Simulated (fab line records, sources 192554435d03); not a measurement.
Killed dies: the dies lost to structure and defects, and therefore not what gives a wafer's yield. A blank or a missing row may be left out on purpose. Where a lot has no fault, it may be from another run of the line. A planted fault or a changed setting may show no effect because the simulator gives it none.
Split-lot study | flow n5Finfet | on a route of 1938 steps: 7 lots, 21 wafers read

## THE SPLIT ITSELF
At N5_BEOL_M6_COAT_05 (resist thk 90 nm), the setting spinRpm was moved away from the recipe's 1500 rpm on 7 of the 21 wafers read, by -10.5% to +9.9%. All remaining wafers had this setting at the recipe value.

## FROM THE SPLIT TO THE READING: what the file shows between them, 2 steps
- N5_BEOL_M6_EBR_07
- N5_BEOL_M6_SOFTBAKE_06: time 60 s

## THE READING
CAR-ArF_of_BEOL_M6_COAT_05.thkNm (the simulator's own value, which no gauge read), in nm, at N5_BEOL_M6_DESCUM_16 (chemistry O2, time 7.9 s). The file gives no usual value for it. The 14 wafers here that ran the recipe average 83.6 nm, standard deviation 0.21 nm.

wafer  | tool, chamber at the split | spinRpm as run, rpm | against the recipe | CAR-ArF_of_BEOL_M6_COAT_05.thkNm, nm | against lot-mates on the recipe
L074.1 | lithoTrack-05, 0           | 1500                | recipe             | 84                                   | -
L074.4 | lithoTrack-05, 0           | 1500                | recipe             | 83.6                                 | -
L074.6 | lithoTrack-05, 0           | 1500                | recipe             | 83.6                                 | -
L077.1 | lithoTrack-04, 0           | 1649                | +9.9%              | 79.4                                 | no lot-mate on the recipe
L077.3 | lithoTrack-04, 0           | 1649                | +9.9%              | 79.2                                 | no lot-mate on the recipe
L077.5 | lithoTrack-04, 0           | 1649                | +9.9%              | 79.2                                 | no lot-mate on the recipe
L079.1 | lithoTrack-05, 0           | 1500                | recipe             | 83.4                                 | -
L079.3 | lithoTrack-05, 0           | 1500                | recipe             | 83.4                                 | -
L079.4 | lithoTrack-05, 0           | 1500                | recipe             | 83.2                                 | -
L081.1 | lithoTrack-03, 0           | 1500                | recipe             | 83.6                                 | -
L081.6 | lithoTrack-03, 0           | 1500                | recipe             | 83.6                                 | -
L081.3 | lithoTrack-03, 0           | 1402                | -6.5%              | 86.6                                 | +3.0
L087.1 | lithoTrack-03, 0           | 1500                | recipe             | 83.8                                 | -
L087.3 | lithoTrack-03, 0           | 1500                | recipe             | 83.8                                 | -
L087.2 | lithoTrack-03, 0           | 1640                | +9.3%              | 79.6                                 | -4.2
L088.2 | lithoTrack-03, 0           | 1500                | recipe             | 83.8                                 | -
L088.6 | lithoTrack-03, 0           | 1500                | recipe             | 83.8                                 | -
L088.3 | lithoTrack-03, 0           | 1500                | recipe             | 83.6                                 | -
L092.1 | lithoTrack-05, 0           | 1343                | -10.5%             | 88.8                                 | +5.4
L092.5 | lithoTrack-05, 0           | 1343                | -10.5%             | 89                                   | +5.6
L092.6 | lithoTrack-05, 0           | 1500                | recipe             | 83.4                                 | -

FIT RESULTS
A straight line over all 21 wafers: CAR-ArF_of_BEOL_M6_COAT_05.thkNm changes by -0.462 nm for each +1% of spinRpm; r = -1.00; the points scatter about the line by 0.25 nm.
The same after taking each lot's own level away (the mean of its wafers on the recipe; 18 wafers): -0.496 nm for each +1%; r = -1.00; scatter 0.19 nm.
The reading moves by 5.2 nm for the largest change in spinRpm, on that fit.
Across the lots, their own levels run from 83.33 to 83.80 nm, a range of 2.3 times the standard deviation given above.
Consequently the slope shifts little with the lot-to-lot level, the two slopes agreeing.
Check: with one of the wafers moved furthest among these (-10.5%) left out of the fit, the line predicts +5.16 nm for it against its lot-mates. It came out at +5.4 nm against them.

## THESE WAFERS: OTHER SPLITS
Note: prior to the reading, these wafers also went through further splits. Each is held against what the fit with the lots' levels taken away leaves over:
other split on the same wafers  | wafers away from the commonest value | r with CAR-ArF_of_BEOL_M6_COAT_05.thkNm (lot level and that fit taken away)
N5_BEOL_M4_COAT_73 spinRpm      | 6                                    | -0.22
N5_BEOL_M5_HM_DEP_02 targetThkA | 3                                    | -0.06
N5_BEOL_M5_COAT_71 spinRpm      | 6                                    | +0.17
N5_BEOL_M5_ETCH_41 sourceW      | 9                                    | -0.06

## THE WHOLE CHAIN: every reading that the file lists as answering this split, in the file's order
step                 | what it does             | reading                                                                           | change (the file's fit)               | r (the file's)
N5_BEOL_M6_COAT_05   | resist thk 90 nm         | CAR-ArF_of_BEOL_M6_COAT_05.thkNm (the simulator's own value, which no gauge read) | -0.477 nm for each +1% of the setting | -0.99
N5_BEOL_M6_DESCUM_16 | chemistry O2, time 7.9 s | CAR-ArF_of_BEOL_M6_COAT_05.thkNm (the simulator's own value, which no gauge read) | -0.486 nm for each +1% of the setting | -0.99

## THE FILE'S OWN FIT
CAR-ArF_of_BEOL_M6_COAT_05.thkNm changes by -0.486 nm for each +1% of spinRpm, r = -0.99.
